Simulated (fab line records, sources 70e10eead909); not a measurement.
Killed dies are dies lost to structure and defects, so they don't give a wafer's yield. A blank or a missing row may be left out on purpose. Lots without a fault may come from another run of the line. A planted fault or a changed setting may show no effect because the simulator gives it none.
A struck lot beside a sound one | flow nand_harc | 14 steps out of a route of 1302
Sound: wafers L574.1, L574.2, L574.3. Struck: wafer L578.3. (L578.1, L578.6 of the same lot were not struck and are left out.) The cause comes at the end.
At each step with rows: each side's tool, then ch and its chambers, then its first start. Under that, the readings that differ: sound wafers | struck wafers | difference of the means | sigmas: that difference in standard deviations of wafers without a fault.
alike: readings whose means differ by less than 2 such deviations, and words and numbers that are the same on both sides. not compared: withheld readings, readings that some wafer has no value for, bounds like >300 that may hide the same value, and numbers for which the record gives no deviation and whose values overlap.
The two part at a step that has a row with sigmas, a row that says differs or no value, or rows on one side only. Numbers that don't overlap but have no deviation are shown without sigmas and don't part them. A reading that every wafer of one side lacks parts them only if that side has two wafers or more.

NHARC_P_M2_PRE_CLEAN_30: time 30 s.
  sound on pvd_sputter-01; struck on pvd_sputter-03
  alike: heater_power_w
NHARC_P_M2_PVD_20: deposits TaN, target thk 5 nm, time 8.06 s.
  sound on pvd_sputter-01; struck on pvd_sputter-03
  alike: bias_v, substrate_temp_c, throttle_valve_pct
NHARC_P_M2_PVD_21: deposits Cu, target thk 30 nm, time 20.49 s.
  sound on pvd_sputter-01; struck on pvd_sputter-03
  alike: substrate_temp_c, throttle_valve_pct
then, 1 step without rows for these wafers: NHARC_P_M2_ECD_22 (material Cu, target thk 400 nm).
NHARC_P_M2_ANNEAL_31: time 90 s.
  sound on rtp_anneal-02 ch 0, day 7 15:50; struck on rtp_anneal-01 ch 0, day 9 14:46
  alike: anneal_temp_c_max, wafer_temp_C_max
then, 1 step without rows for these wafers: NHARC_P_M2_CMP_23 (polishes, t overpolish 20 s, target thk 144.3 nm).
NHARC_P_M2_THK_MEAS_24: measures by xrf.
  sound on film_metro-02, day 7 16:29; struck on film_metro-02, day 9 15:25
  alike: thk_nm
then, 1 step without rows for these wafers: NHARC_P_M2_SRD_25.
NHARC_P_M2_INSPECT_27:
  sound on defect_inspect-02, day 7 16:40; struck on defect_inspect-02, day 9 15:35
  alike: raw_defect_count
NHARC_P_M2_PRE_CLEAN_32: time 12 s.
  sound on pecvd-04 ch 1,2, day 7 16:44; struck on pecvd-02 ch 1, day 9 15:40
  alike: heater_power_w
then, 1 step without rows for these wafers: NHARC_P_M2_DEP_33 (deposits SiCN, target thk 30 nm).
NHARC_P_BONDPAD_DEP_00: deposits SiCN, target thk 250 nm.
  sound on pecvd-02 ch 0,1,2, day 7 17:23; struck on pecvd-01 ch 2, day 9 16:11
  reading              | sound             | struck | difference | sigmas
  rf_fwd_power_W (W)   | 448.8 449.0 449.3 | 266.3  | -182.7     | -99 or more
  showerhead_vpp_V (V) | 1339 1400 1283    | 1069   | -272       | -5
  alike: heater_power_w
then, 1 step without rows for these wafers: NHARC_P_BONDPAD_CMP_32 (polishes SiCN, target thk 200 nm).
-- the record jumps here: 18 days lie between the struck wafers' starts before and after (it left off in module P_BONDPAD and takes up again in module END, whose first step shown is number 1302 of the route) --
NHARC_END_SORT_01:
  sound on prober-01 ch 0, day 25 04:34; struck on prober-01 ch 0, day 27 06:30
  alike: defect_limited_yield, killed_at_array, killed_at_other, killed_at_periphery, killed_dies, killed_open, killed_short

WHERE THEY PART
Only at NHARC_P_BONDPAD_DEP_00, within this record. Later steps at which nothing parts them and some readings are alike: NHARC_END_SORT_01.

WHY: what the simulator had put in
Process parameter drift: pecvd-01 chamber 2, from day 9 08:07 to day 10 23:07, at NHARC_P_BONDPAD_DEP_00. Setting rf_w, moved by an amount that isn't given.
